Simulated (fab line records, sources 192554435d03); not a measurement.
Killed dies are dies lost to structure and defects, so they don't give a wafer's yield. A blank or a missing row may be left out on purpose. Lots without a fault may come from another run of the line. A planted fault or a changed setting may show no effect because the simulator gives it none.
fab line records | flow n5_finfet
record lots=12 wafers=36 last_day=17
route steps=1938 shown DUMMY_REMOVAL@383 TV_LITHO@1883 PASSIVATION@1908
lots that met no fault: from a run of the same line without faults
start_h: hours from the record's first day to the start of the lot's first wafer shown | wait_h: hours since the lot's step before | " the same as in the row above | L1.1+2: a row that stands for several wafers | - no value, or no start given | * or withheld: withheld | < > ~ a bound
route shown NAME@n: a module of which the file shows steps, and the number in the route of the first | usual: mean/standard deviation of fault-free wafers | same: alike in all rows | chamber/n: place in a boat | sites: the reading at each site | _std_site: their standard deviation | _edge_site: outer sites' mean less inner sites' | radius_mm: how far each site lies from the wafer's centre | mask NAME#n: copy n | behind: the tool/chamber that last shaped the wafer | hold: why the lot was held/for how many hours/how that ended | device: the transistor (n, p or np) that didn't switch | end of line: the same wafers' tests at the end of the route | a step without rows: its recipe alone | killed: dies lost to structure and defects at the first sort, not the wafer's yield | map: a wafer's dies, x killed, . not, _ none there
set.NAME: the setting as run; set.NAME@STEP: as run at that earlier step | model.NAME: the simulator's own value behind a step, which no gauge read
steps of the route over a sample of lots; a table a step, a row a wafer
services: from which hour (start_h, from the record's first day; less than 0 if before it) a tool's chamber was out of use, for how many hours, and why
## steps
# step N5_DUMMY_REMOVAL_PRECLEAN_04
# recipe chemistry=DHF time_s=37 temp_c=25 dilution=500:1
# usual temp_c=25.00/0.11
# columns lot.wafer tool chamber start_h wait_h temp_c
L506.3 wet_bench-03 2 70.79 0.1 24.98
L506.4 " 4 " " 25.09
L506.5 " 5 " " 25.16
L507.1 wet_bench-04 1 81.07 0.3 25.01
L507.2 " 4 " " 25.13
L507.3 " 7 " " 24.86
L508.2 wet_bench-06 5 83.00 0.2 25.03
L508.3 " 0 " " 25.14
L508.6 " 6 " " 24.90
L509.1 wet_bench-04 7 93.32 0.2 25.00
L509.3 " 6 " " 25.21
L509.6 " 4 " " 24.88
L512.2 wet_bench-06 6 106.08 0.2 25.10
L512.4 " 5 " " 25.00
L512.6 " 0 " " 24.85
L514.2 wet_bench-04 5 121.17 0.2 25.11
L514.3 " 0 " " 25.10
L514.6 " 6 " " 24.93
L521.2 wet_bench-03 5 163.52 0.2 24.96
L521.5 " 6 " " 25.09
L521.6 " 0 " " 24.87
L523.1 wet_bench-04 3 172.16 0.2 25.04
L523.3 " 7 " " 24.96
L523.5 " 2 " " 25.14
L524.2 wet_bench-06 2 180.90 0.2 25.20
L524.4 " 6 " " 25.06
L524.5 " 4 " " 25.03
L525.3 wet_bench-06 4 184.68 0.1 24.93
L525.5 " 0 " " 25.12
L525.6 " 1 " " 24.83
L527.1 wet_bench-03 2 197.18 0.2 25.08
L527.2 " 4 " " 24.87
L527.4 " 7 " " 25.09
L528.1 wet_bench-06 6 203.63 0.2 25.09
L528.5 " 4 " " 24.99
L528.6 " 2 " " 25.09
# step N5_PASSIVATION_CD_MEAS_10
# recipe target_cd_nm=3000 landing_energy_ev=500 detector=se_inlens
# usual cd_nm=3000.2/2.9
# same landing_energy_ev=500
# columns lot.wafer tool chamber start_h wait_h cd_nm
L506.3 cd_sem-01 0 257.26 - 2999.1
L506.4 " 0 " " 3002.8
L506.5 " 0 " " 3005.3
L507.1 cd_sem-01 0 268.86 - 2995.6
L507.2 " 0 " " 2998.2
L507.3 " 0 " " 2998.0
L508.2 cd_sem-03 0 269.77 - 2996.6
L508.3 " 0 " " 2994.8
L508.6 " 0 " " 3001.0
L509.1 cd_sem-01 0 273.01 - 3001.7
L509.3 " 0 " " 3001.3
L509.6 " 0 " " 2996.9
L512.2 cd_sem-01 0 290.31 - 3000.6
L512.4 " 0 " " 3002.1
L512.6 " 0 " " 2996.0
L514.2 cd_sem-02 0 307.03 - 2994.2
L514.3 " 0 " " 2998.9
L514.6 " 0 " " 3000.1
L521.2 cd_sem-02 0 351.52 - 2996.2
L521.5 " 0 " " 3001.1
L521.6 " 0 " " 3004.0
L523.1 cd_sem-03 0 365.95 - 2999.9
L523.3 " 0 " " 2999.4
L523.5 " 0 " " 2997.2
L524.2 cd_sem-02 0 366.88 - 3000.4
L524.4 " 0 " " 3003.2
L524.5 " 0 " " 3003.1
L525.3 cd_sem-01 0 377.76 - 3005.5
L525.5 " 0 " " 3002.0
L525.6 " 0 " " 3004.3
L527.1 cd_sem-01 0 384.41 - 2997.6
L527.2 " 0 " " 2994.8
L527.4 " 0 " " 3001.4
L528.1 cd_sem-01 0 398.91 - 3002.4
L528.5 " 0 " " 2999.5
L528.6 " 0 " " 3004.4
# step N5_PASSIVATION_DESCUM_32
# recipe chemistry=O2 time_s=7.9 source_power_w=50 bias_power_w=20 pressure_mtorr=20 rf_frequency_hz=2.712e+07 temp_c=40 o2_flow_sccm=225
# usual drypump_motor_current_A=5.58/0.29 oes_product_au=0.80/0.075 rf_vpp_V=243.0/1.4 showerhead_plenum_p_Torr=2.07/0.071 temp_c=40.00/0.11 throttle_valve_pct=20.37/0.26
# columns lot.wafer tool chamber start_h wait_h drypump_motor_current_A oes_product_au rf_hours_counter_h rf_vpp_V showerhead_plenum_p_Torr temp_c throttle_valve_pct
L506.3 rie_diel-03 1 259.55 0.0 5.23 0.77 147 242.5 2.03 39.81 20.55
L506.4 " 0 " " 5.10 0.94 9 245.7 2.15 40.08 19.97
L506.5 " 2 " " 5.73 0.86 - 243.8 2.11 40.10 20.20
L507.1 rie_diel-02 0 270.99 0.0 5.69 0.68 244 241.0 1.95 39.98 20.52
L507.2 " 2 " " 5.68 0.67 248 240.8 2.04 40.10 20.61
L507.3 " 3 " " 5.74 0.88 44 242.8 2.04 39.95 20.40
L508.2 rie_diel-03 1 271.82 0.0 5.21 0.77 152 240.6 2.03 40.07 20.55
L508.3 " 3 " " 5.90 0.71 202 242.5 2.03 40.06 20.12
L508.6 " 1 " " 5.22 0.76 - 243.1 2.03 40.03 20.56
L509.1 rie_diel-02 3 276.31 0.0 5.74 0.87 46 241.4 2.04 39.95 20.41
L509.3 " 0 " " 5.67 0.69 246 239.4 1.95 39.85 20.51
L509.6 " 1 " " 5.19 0.72 - 240.9 2.00 39.81 20.96
L512.2 rie_diel-03 2 292.23 0.0 5.70 0.85 86 244.9 2.10 39.85 20.21
L512.4 " 1 " " 5.24 0.76 158 241.4 2.03 40.04 20.57
L512.6 " 0 " " 5.06 0.90 - 243.0 2.14 40.10 20.01
L514.2 rie_diel-03 2 309.29 0.0 5.73 0.83 91 242.9 2.10 40.02 20.25
L514.3 " 3 " " 5.91 0.71 214 242.8 2.03 39.93 20.15
L514.6 " 2 " " 5.71 0.83 - 243.3 2.10 39.78 20.24
L521.2 rie_diel-02 0 353.16 0.1 5.68 0.95 11 245.6 2.20 39.91 20.00
L521.5 " 2 " " 5.67 0.89 - 242.6 2.03 39.94 20.20
L521.6 " 1 " " 5.24 0.71 - 241.2 1.99 39.80 20.98
L523.1 rie_diel-06 3 369.30 0.5 5.92 0.88 23 246.2 2.23 39.70 20.29
L523.3 " 0 " " 6.03 0.77 106 242.1 2.01 40.06 20.28
L523.5 " 2 " " 5.53 0.78 - 242.3 2.09 40.03 20.41
L524.2 rie_diel-03 3 369.30 0.1 5.93 0.69 233 242.1 2.02 39.78 20.20
L524.4 " 1 " " 5.20 0.74 184 243.2 2.02 39.92 20.61
L524.5 " 3 " " 5.90 0.70 - 243.0 2.02 40.11 20.18
L525.3 rie_diel-03 0 379.65 0.1 5.08 0.85 51 243.4 2.13 40.08 20.04
L525.5 " 1 " " 5.20 0.72 - 241.5 2.02 39.84 20.60
L525.6 " 0 " " 5.11 0.85 - 243.0 2.13 40.01 20.05
L527.1 rie_diel-03 2 387.02 0.1 5.71 0.81 115 242.9 2.09 39.98 20.27
L527.2 " 3 " " 5.87 0.69 240 241.8 2.02 40.10 20.20
L527.4 " 0 " " 5.10 0.85 54 244.1 2.13 40.07 20.06
L528.1 rie_diel-06 2 400.95 0.0 5.55 0.78 150 242.8 2.08 39.99 20.43
L528.5 " 0 " " 6.00 0.77 - 241.8 2.01 40.11 20.28
L528.6 " 3 " " 5.92 0.86 - 246.2 2.22 39.96 20.31
# step N5_PASSIVATION_PASS_ETCH_47
# recipe chemistry=CF4/O2 target=SiNx target_depth_a=7700 time_s=385 ion_energy_ev=100 pressure_mtorr=40 source_w=535 bias_w=49 Ar_flow_sccm=100 cf4_flow_sccm=100 O2_flow_sccm=10
# usual drypump_motor_current_A=5.6/0.31 oes_product_au=0.81/0.073 rf_vpp_V=240/6.2 showerhead_plenum_p_Torr=2.19/0.069 throttle_valve_pct=15.81/0.22
# columns lot.wafer tool chamber start_h wait_h drypump_motor_current_A oes_product_au rf_hours_counter_h rf_vpp_V showerhead_plenum_p_Torr throttle_valve_pct
L506.3 rie_diel-06 3 261.44 0.0 5.9 0.69 241 231 2.09 16.19
L506.4 " 1 " " 5.4 0.86 61 238 2.23 15.77
L506.5 " 1 " " 5.4 0.86 - 238 2.23 15.76
L507.1 rie_diel-02 3 273.01 0.0 5.7 0.86 44 245 2.15 15.73
L507.2 " 0 " " 5.7 0.70 244 227 2.09 16.19
L507.3 " 2 " " 5.7 0.69 248 234 2.16 16.16
L508.2 rie_diel-06 1 274.46 0.0 5.4 0.85 66 239 2.23 15.76
L508.3 " 0 " " 6.1 0.83 67 240 2.13 15.64
L508.6 " 0 " " 6.0 0.83 - 241 2.13 15.64
L509.1 rie_diel-02 1 278.21 0.0 5.2 0.73 164 249 2.12 16.37
L509.3 " 3 " " 5.8 0.86 47 246 2.15 15.75
L509.6 " 0 " " 5.7 0.70 - 227 2.09 16.18
L512.2 rie_diel-06 2 294.22 0.0 5.5 0.82 109 232 2.23 15.85
L512.4 " 2 " " 5.5 0.82 - 234 2.23 15.83
L512.6 " 0 " " 6.0 0.82 - 241 2.13 15.66
L514.2 rie_diel-06 1 311.10 0.0 5.4 0.83 82 239 2.22 15.81
L514.3 " 3 " " 5.9 0.98 1 236 2.35 15.69
L514.6 " 2 " " 5.5 0.81 - 235 2.22 15.85
L521.2 rie_diel-03 0 355.07 0.0 5.1 0.86 42 245 2.25 15.50
L521.5 " 3 " " 6.0 0.69 - 236 2.16 15.87
L521.6 " 0 " " 5.1 0.86 - 244 2.25 15.47
L523.1 rie_diel-06 2 371.08 0.0 5.5 0.79 141 234 2.22 15.89
L523.3 " 3 " " 5.9 0.88 23 235 2.34 15.73
L523.5 " 0 " " 6.1 0.79 - 241 2.12 15.72
L524.2 rie_diel-03 0 371.28 0.0 5.1 0.85 47 244 2.25 15.50
L524.4 " 2 " " 5.7 0.81 109 252 2.23 15.83
L524.5 " 3 " " 6.0 0.69 - 235 2.16 15.87
L525.3 rie_diel-03 2 381.70 0.0 5.7 0.81 113 252 2.23 15.83
L525.5 " 1 " " 5.2 0.73 - 244 2.10 15.90
L525.6 " 2 " " 5.7 0.80 - 249 2.23 15.85
L527.1 rie_diel-03 0 388.91 0.0 5.1 0.84 54 244 2.24 15.50
L527.2 " 3 " " 5.9 0.68 241 235 2.15 15.90
L527.4 " 1 " " 5.2 0.73 191 245 2.10 15.89
L528.1 rie_diel-02 2 402.80 0.0 5.7 0.86 42 236 2.15 15.73
L528.5 " 2 " " 5.7 0.85 - 236 2.15 15.74
L528.6 " 3 " " 5.8 0.80 - 247 2.14 15.83
# step N5_PASSIVATION_PROBE_49
# usual killed_at_M0_to_M3=34/8.9 killed_at_M4_up=13/4.6 killed_at_contacts=12/5.5 killed_at_front_end=41/11 killed_at_other=3.1/2.9 killed_dies=102/16 killed_open=66/11 killed_short=34/7.6
# same gross_dies=1180 killed_at_back_side=0
# columns lot.wafer tool chamber start_h wait_h killed_at_M0_to_M3 killed_at_M4_up killed_at_contacts killed_at_front_end killed_at_other killed_dies killed_open killed_short
L506.3 prober-02 - 264.56 0.1 32 9 6 41 0 88 59 26
L506.4 prober-02 - 264.61 0.2 50 6 4 56 8 124 74 50
L506.5 prober-02 - 264.66 0.2 35 6 25 41 7 114 69 45
L507.1 prober-01 - 276.02 0.0 30 15 9 48 2 104 72 30
L507.2 prober-01 - 276.07 0.1 39 8 9 67 3 126 77 44
L507.3 prober-01 - 276.12 0.1 26 8 9 50 2 95 59 36
L508.2 prober-01 - 277.57 0.1 38 14 12 31 2 97 68 28
L508.3 prober-01 - 277.62 0.1 32 11 13 50 2 108 67 31
L508.6 prober-01 - 277.77 0.3 31 14 2 42 1 90 67 22
L509.1 prober-02 - 281.26 0.0 30 11 13 63 0 117 81 34
L509.3 prober-02 - 281.36 0.1 20 9 11 59 2 101 64 37
L509.6 prober-02 - 281.51 0.3 27 27 12 53 3 122 79 34
L512.2 prober-01 - 297.28 0.1 35 12 13 61 3 124 78 40
L512.4 prober-01 - 297.38 0.2 40 13 21 34 4 112 70 42
L512.6 prober-01 - 297.48 0.3 20 19 2 41 2 84 62 18
L514.2 prober-01 - 314.16 0.1 24 23 34 41 1 123 76 42
L514.3 prober-01 - 314.21 0.1 27 9 26 45 3 110 76 30
L514.6 prober-01 - 314.36 0.3 26 10 12 184 4 236 61 28
L521.2 prober-02 - 358.13 0.1 32 13 15 56 6 122 76 45
L521.5 prober-02 - 358.28 0.2 33 15 8 56 7 119 76 42
L521.6 prober-02 - 358.33 0.3 26 9 4 38 15 92 67 23
L523.1 prober-01 - 374.09 0.0 33 17 10 53 5 118 73 44
L523.3 prober-01 - 374.19 0.1 32 21 4 58 4 119 79 40
L523.5 prober-01 - 374.29 0.2 32 13 15 31 2 93 62 31
L524.2 prober-02 - 374.35 0.1 32 9 10 47 3 101 75 26
L524.4 prober-02 - 374.45 0.2 36 15 10 39 2 102 62 40
L524.5 prober-02 - 374.50 0.2 32 12 6 31 2 83 62 21
L525.3 prober-02 - 384.82 0.1 40 9 14 38 1 102 70 32
L525.5 prober-02 - 384.92 0.2 38 19 7 39 1 104 71 33
L525.6 prober-02 - 384.97 0.3 52 17 15 39 5 128 84 44
L527.1 prober-02 - 391.92 0.0 44 16 5 25 4 94 54 37
L527.2 prober-02 - 391.97 0.1 37 16 16 38 7 114 81 31
L527.4 prober-02 - 392.07 0.2 32 10 11 48 0 101 60 41
L528.1 prober-02 - 405.81 0.0 61 3 19 39 0 122 82 40
L528.5 prober-02 - 406.01 0.2 44 8 8 39 1 100 73 27
L528.6 prober-02 - 406.06 0.3 48 6 9 41 2 106 71 35
# killed by level:class
L506.3 BEOL_M3:geometric_particle:open=14 FIN_SAQP:geometric_particle:open=10 FIN_SAQP:geometric_particle:short=6 BEOL_M1:geometric_particle:open=6 MOL_CONTACT_COAG:geometric_particle:open=5 GATE_CUT:geometric_particle:short=4 BEOL_M2:geometric_particle:open=4 STI_FIN_REVEAL:geometric_particle:open=3
L506.4 BEOL_M0_SAQP:geometric_particle:open=17 BEOL_M0_SAQP:geometric_particle:short=11 FIN_SAQP:geometric_particle:short=9 FIN_SAQP:geometric_particle:open=9 GATE_CUT:geometric_particle:short=8 BEOL_M1:geometric_particle:open=6 STI_FIN_REVEAL:geometric_particle:open=5 DUMMY_GATE:geometric_particle:open=5
L506.5 MOL_CONTACT_COAG:geometric_particle:open=19 BEOL_M2:geometric_particle:open=9 FIN_SAQP:geometric_particle:open=8 BEOL_M0_SAQP:geometric_particle:short=8 BEOL_M3:geometric_particle:open=8 GATE_CUT:geometric_particle:short=6 GATE_CUT:geometric_particle:open=6 MOL_CONTACT_COAG:geometric_particle:short=6
L507.1 STI_FIN_REVEAL:geometric_particle:open=22 BEOL_M0_SAQP:geometric_particle:short=9 FIN_SAQP:geometric_particle:open=6 MOL_CONTACT_COAG:geometric_particle:open=6 BEOL_M2:geometric_particle:open=6 FIN_SAQP:geometric_particle:short=4 DUMMY_GATE:geometric_particle:open=4 BEOL_M0_SAQP:geometric_particle:open=4
L507.2 BEOL_M0_SAQP:geometric_particle:open=17 FIN_SAQP:geometric_particle:open=15 STI_FIN_REVEAL:geometric_particle:open=13 FIN_SAQP:geometric_particle:short=12 MOL_CONTACT_COAG:geometric_particle:open=8 BEOL_M0_SAQP:geometric_particle:short=8 DUMMY_GATE:geometric_particle:open=5 BEOL_M1:geometric_particle:open=5
L507.3 STI_FIN_REVEAL:geometric_particle:open=16 FIN_SAQP:geometric_particle:short=14 MOL_CONTACT_COAG:geometric_particle:open=8 DUMMY_GATE:geometric_particle:open=6 BEOL_M0_SAQP:geometric_particle:short=6 BEOL_M0_SAQP:geometric_particle:open=5 STARTING-WAFER:geometric_particle:short=5 BEOL_M1:geometric_particle:open=4
L508.2 MOL_CONTACT_COAG:geometric_particle:open=9 BEOL_M1:geometric_particle:open=9 FIN_SAQP:geometric_particle:open=8 BEOL_M2:geometric_particle:open=8 BEOL_M3:geometric_particle:open=6 BEOL_M4:geometric_particle:open=6 FIN_SAQP:geometric_particle:short=5 GATE_CUT:geometric_particle:short=5
L508.3 FIN_SAQP:geometric_particle:open=12 MOL_CONTACT_COAG:geometric_particle:open=12 BEOL_M0_SAQP:geometric_particle:short=10 FIN_SAQP:geometric_particle:short=9 HKMG_FIN:area_etch=9 BEOL_M3:geometric_particle:open=8 GATE_CUT:geometric_particle:short=6 DUMMY_GATE:geometric_particle:open=5
L508.6 BEOL_M3:geometric_particle:open=11 FIN_SAQP:geometric_particle:open=10 FIN_SAQP:geometric_particle:short=8 BEOL_M2:geometric_particle:open=6 STI_FIN_REVEAL:geometric_particle:open=5 BEOL_M0_SAQP:geometric_particle:open=5 BEOL_M7:geometric_particle:open=5 STARTING-WAFER:geometric_particle:open=5
L509.1 STI_FIN_REVEAL:geometric_particle:open=17 MOL_CONTACT_COAG:geometric_particle:open=10 BEOL_M1:geometric_particle:open=9 FIN_SAQP:geometric_particle:open=7 DUMMY_GATE:geometric_particle:open=7 BEOL_M0_SAQP:geometric_particle:short=7 GATE_CUT:geometric_particle:open=6 BEOL_M4:geometric_particle:open=6
L509.3 FIN_SAQP:geometric_particle:open=18 FIN_SAQP:geometric_particle:short=12 MOL_CONTACT_COAG:geometric_particle:open=8 STI_FIN_REVEAL:geometric_particle:open=6 DUMMY_GATE:geometric_particle:open=6 STARTING-WAFER:geometric_particle:short=6 BEOL_M3:geometric_particle:open=5 BEOL_M1:geometric_particle:open=4
L509.6 MOL_CONTACT_COAG:geometric_particle:open=11 BEOL_M4:geometric_particle:open=11 FIN_SAQP:geometric_particle:short=8 BEOL_M1:geometric_particle:open=8 HKMG_FIN:area_etch=8 STI_FIN_REVEAL:geometric_particle:open=7 BEOL_M5:geometric_particle:open=7 DUMMY_GATE:geometric_particle:open=6
L512.2 STI_FIN_REVEAL:geometric_particle:open=14 MOL_CONTACT_COAG:geometric_particle:open=11 FIN_SAQP:geometric_particle:short=8 BEOL_M0_SAQP:geometric_particle:short=8 BEOL_M0_SAQP:geometric_particle:open=8 BEOL_M1:geometric_particle:open=8 FIN_SAQP:geometric_particle:open=7 BEOL_M2:geometric_particle:open=7
L512.4 BEOL_M0_SAQP:geometric_particle:short=12 MOL_CONTACT_COAG:geometric_particle:open=11 MOL_CONTACT_COAG:geometric_particle:short=10 BEOL_M0_SAQP:geometric_particle:open=9 BEOL_M4:geometric_particle:open=9 BEOL_M2:geometric_particle:open=8 FIN_SAQP:geometric_particle:open=6 STI_FIN_REVEAL:geometric_particle:open=6
L512.6 STI_FIN_REVEAL:geometric_particle:open=16 BEOL_M4:geometric_particle:open=13 BEOL_M0_SAQP:geometric_particle:open=6 BEOL_M2:geometric_particle:open=6 STI_FIN_REVEAL:geometric_particle:short=4 BEOL_M1:geometric_particle:open=4 HKMG_FIN:area_etch=4 GATE_CUT:geometric_particle:short=3
L514.2 MOL_CONTACT_COAG:geometric_particle:open=29 FIN_SAQP:geometric_particle:short=11 STI_FIN_REVEAL:geometric_particle:open=7 BEOL_M4:geometric_particle:open=7 BEOL_M0_SAQP:geometric_particle:open=6 GATE_CUT:geometric_particle:short=5 MOL_CONTACT_COAG:geometric_particle:short=5 BEOL_M1:geometric_particle:short=5
L514.3 MOL_CONTACT_COAG:geometric_particle:open=19 FIN_SAQP:geometric_particle:open=8 FIN_SAQP:geometric_particle:short=7 MOL_CONTACT_COAG:geometric_particle:short=7 STI_FIN_REVEAL:geometric_particle:open=6 BEOL_M3:geometric_particle:open=6 BEOL_M1:geometric_particle:open=6 BEOL_M0:geometric_particle:open=5
L514.6 DUMMY_REMOVAL:unspecified=145 STI_FIN_REVEAL:geometric_particle:open=9 MOL_CONTACT_COAG:geometric_particle:open=9 FIN_SAQP:geometric_particle:open=6 BEOL_M2:geometric_particle:short=5 BEOL_M3:geometric_particle:open=5 STI_FIN_REVEAL:geometric_particle:short=4 GATE_CUT:geometric_particle:open=4
L521.2 STI_FIN_REVEAL:geometric_particle:open=15 MOL_CONTACT_COAG:geometric_particle:open=12 DUMMY_GATE:geometric_particle:open=11 BEOL_M0_SAQP:geometric_particle:open=11 BEOL_M0_SAQP:geometric_particle:short=8 FIN_SAQP:geometric_particle:short=6 BEOL_M4:geometric_particle:open=6 STI_FIN_REVEAL:geometric_particle:short=5
L521.5 STI_FIN_REVEAL:geometric_particle:open=16 DUMMY_GATE:geometric_particle:open=8 BEOL_M0_SAQP:geometric_particle:short=8 BEOL_M3:geometric_particle:open=8 FIN_SAQP:geometric_particle:open=7 BEOL_M4:geometric_particle:open=7 GATE_CUT:geometric_particle:short=6 MOL_CONTACT_COAG:geometric_particle:open=5
L521.6 STI_FIN_REVEAL:geometric_particle:open=8 DUMMY_GATE:geometric_particle:open=8 BEOL_M0_SAQP:geometric_particle:open=8 MIM_TOP_ETCH:geometric_particle:short=8 GATE_CUT:geometric_particle:open=7 STARTING-WAFER:geometric_particle:open=5 BEOL_M2:geometric_particle:open=4 GATE_CUT:geometric_particle:short=4
L523.1 FIN_SAQP:geometric_particle:short=14 STI_FIN_REVEAL:geometric_particle:open=12 MOL_CONTACT_COAG:geometric_particle:open=9 FIN_SAQP:geometric_particle:open=8 DUMMY_GATE:geometric_particle:open=7 BEOL_M4:geometric_particle:open=7 BEOL_M0_SAQP:geometric_particle:short=6 BEOL_M0_SAQP:geometric_particle:open=5
L523.3 FIN_SAQP:geometric_particle:short=15 STI_FIN_REVEAL:geometric_particle:open=14 FIN_SAQP:geometric_particle:open=11 BEOL_M0_SAQP:geometric_particle:short=8 BEOL_M0_SAQP:geometric_particle:open=8 BEOL_M1:geometric_particle:open=7 BEOL_M4:geometric_particle:open=6 BEOL_M4:geometric_particle:short=5
L523.5 MOL_CONTACT_COAG:geometric_particle:open=11 GATE_CUT:geometric_particle:short=7 BEOL_M1:geometric_particle:open=7 BEOL_M4:geometric_particle:open=6 DUMMY_GATE:geometric_particle:open=5 BEOL_M0_SAQP:geometric_particle:open=5 BEOL_M2:geometric_particle:open=5 BEOL_M3:geometric_particle:open=5
L524.2 FIN_SAQP:geometric_particle:open=15 BEOL_M1:geometric_particle:open=13 MOL_CONTACT_COAG:geometric_particle:open=10 FIN_SAQP:geometric_particle:short=5 STI_FIN_REVEAL:geometric_particle:open=5 BEOL_M0_SAQP:geometric_particle:open=5 STI_FIN_REVEAL:geometric_particle:short=4 GATE_CUT:geometric_particle:open=4
L524.4 BEOL_M3:geometric_particle:open=9 FIN_SAQP:geometric_particle:short=8 BEOL_M1:geometric_particle:open=8 MOL_CONTACT_COAG:geometric_particle:open=7 GATE_CUT:geometric_particle:open=6 BEOL_M0_SAQP:geometric_particle:short=6 FIN_SAQP:geometric_particle:open=5 GATE_CUT:geometric_particle:short=5
L524.5 FIN_SAQP:geometric_particle:short=11 BEOL_M1:geometric_particle:open=10 BEOL_M3:geometric_particle:open=9 FIN_SAQP:geometric_particle:open=8 MOL_CONTACT_COAG:geometric_particle:open=6 DUMMY_GATE:geometric_particle:open=5 BEOL_M2:geometric_particle:open=4 BEOL_M5:geometric_particle:open=4
L525.3 FIN_SAQP:geometric_particle:open=11 BEOL_M3:geometric_particle:open=10 MOL_CONTACT_COAG:geometric_particle:open=10 BEOL_M1:geometric_particle:open=10 BEOL_M0_SAQP:geometric_particle:short=8 DUMMY_GATE:geometric_particle:open=7 BEOL_M4:geometric_particle:open=5 DUMMY_GATE:geometric_particle:short=4
L525.5 BEOL_M0_SAQP:geometric_particle:open=9 FIN_SAQP:geometric_particle:open=8 BEOL_M0_SAQP:geometric_particle:short=8 MOL_CONTACT_COAG:geometric_particle:open=7 BEOL_M5:geometric_particle:open=7 STI_FIN_REVEAL:geometric_particle:open=6 DUMMY_GATE:geometric_particle:open=6 BEOL_M2:geometric_particle:open=5
L525.6 FIN_SAQP:geometric_particle:open=12 BEOL_M0_SAQP:geometric_particle:open=12 MOL_CONTACT_COAG:geometric_particle:open=11 BEOL_M0_SAQP:geometric_particle:short=11 BEOL_M3:geometric_particle:open=10 FIN_SAQP:geometric_particle:short=5 STARTING-WAFER:geometric_particle:open=5 BEOL_M2:geometric_particle:short=5
L527.1 BEOL_M0_SAQP:geometric_particle:short=14 BEOL_M0_SAQP:geometric_particle:open=9 BEOL_M1:geometric_particle:open=9 BEOL_M4:geometric_particle:open=8 BEOL_M3:geometric_particle:open=6 ILD0:geometric_particle:short=4 ILD0:geometric_particle:open=4 BEOL_M4:geometric_particle:short=4
L527.2 STI_FIN_REVEAL:geometric_particle:open=15 BEOL_M0_SAQP:geometric_particle:open=14 MOL_CONTACT_COAG:geometric_particle:open=14 BEOL_M4:geometric_particle:open=12 BEOL_M0_SAQP:geometric_particle:short=8 BEOL_M2:geometric_particle:open=5 FIN_SAQP:geometric_particle:short=4 STARTING-WAFER:geometric_particle:short=4
L527.4 STI_FIN_REVEAL:geometric_particle:open=9 BEOL_M0_SAQP:geometric_particle:open=9 ILD0:geometric_particle:short=8 BEOL_M0_SAQP:geometric_particle:short=7 MOL_CONTACT_COAG:geometric_particle:open=7 BEOL_M3:geometric_particle:open=7 FIN_SAQP:geometric_particle:open=6 FIN_SAQP:geometric_particle:short=5
L528.1 BEOL_M0_SAQP:geometric_particle:open=16 MOL_CONTACT_COAG:geometric_particle:open=15 FIN_SAQP:geometric_particle:open=13 BEOL_M2:geometric_particle:open=13 BEOL_M0_SAQP:geometric_particle:short=10 FIN_SAQP:geometric_particle:short=6 BEOL_M3:geometric_particle:open=5 STI_FIN_REVEAL:geometric_particle:open=4
L528.5 BEOL_M2:geometric_particle:open=12 BEOL_M3:geometric_particle:open=12 FIN_SAQP:geometric_particle:short=9 FIN_SAQP:geometric_particle:open=9 MOL_CONTACT_COAG:geometric_particle:open=8 BEOL_M0_SAQP:geometric_particle:open=8 BEOL_M0_SAQP:geometric_particle:short=7 STI_FIN_REVEAL:geometric_particle:open=7
L528.6 BEOL_M0_SAQP:geometric_particle:open=14 FIN_SAQP:geometric_particle:open=13 BEOL_M2:geometric_particle:open=12 BEOL_M0_SAQP:geometric_particle:short=7 FIN_SAQP:geometric_particle:short=6 DUMMY_GATE:geometric_particle:open=6 MOL_CONTACT_COAG:geometric_particle:open=6 GATE_CUT:geometric_particle:short=5
## services
# columns tool chamber start_h hours kind
rie_diel-03 - 61.54 5.7 repair
rie_diel-02 0 68.45 6.2 repair
rie_diel-02 - 91.15 2.8 pm
rie_diel-06 0 91.22 16.7 repair
rie_diel-02 1 112.26 2.7 repair
rie_diel-06 3 143.16 8.3 repair
rie_diel-06 - 174.34 14.6 pm
rie_diel-02 - 198.01 0.6 repair
rie_diel-02 1 204.08 6.8 repair
rie_diel-03 0 211.06 - clean
rie_diel-03 0 211.06 - consumable_replace:focus_ring
rie_diel-03 0 211.06 26.7 scheduled_down
rie_diel-03 0 211.06 26.7 vent_cycle
rie_diel-02 - 223.96 2.3 repair
rie_diel-03 2 228.06 8.4 repair
rie_diel-06 2 235.93 8.0 repair
rie_diel-02 0 246.25 4.4 repair
rie_diel-06 3 253.06 2.6 repair
rie_diel-03 - 308.90 0.2 repair
rie_diel-06 3 322.17 1.7 repair
rie_diel-03 2 339.80 2.8 repair
rie_diel-02 0 382.58 4.9 repair
rie_diel-02 3 385.28 2.2 repair
rie_diel-03 - 401.02 0.7 repair
## key
first_sign step=N5_PASSIVATION_PROBE_49 reading=killed_at_front_end direction=up sigmas=12 usual=41 struck=184
effect step=N5_PASSIVATION_PROBE_49 reading=killed_dies direction=up sigmas=8.4 usual=102 struck=236
more_kills_born_at N5_DUMMY_REMOVAL_PRECLEAN_04@wet_bench-04=145
met_at N5_DUMMY_REMOVAL_PRECLEAN_04
struck_lots L514
struck_wafers L514.6
tester_left_out L514
not_acting_at N5_PASSIVATION_CD_MEAS_10,N5_PASSIVATION_DESCUM_32,N5_PASSIVATION_PASS_ETCH_47
onset_between 93.32 121.17
fault kind=chamber_particle_source tool=wet_bench-04 chamber=6 onset_h=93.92 steps=N5_DUMMY_REMOVAL_PRECLEAN_04 rate_per_visit_cm2=1.5856 end_h=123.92
# tester_left_out: of these lots the tester's yield and bins aren't shown, on N5 and GAA mostly nor the transistor test; their killed dies are dies lost to structure and defects alone, not to doping, threshold or leakage, so they don't give the yield
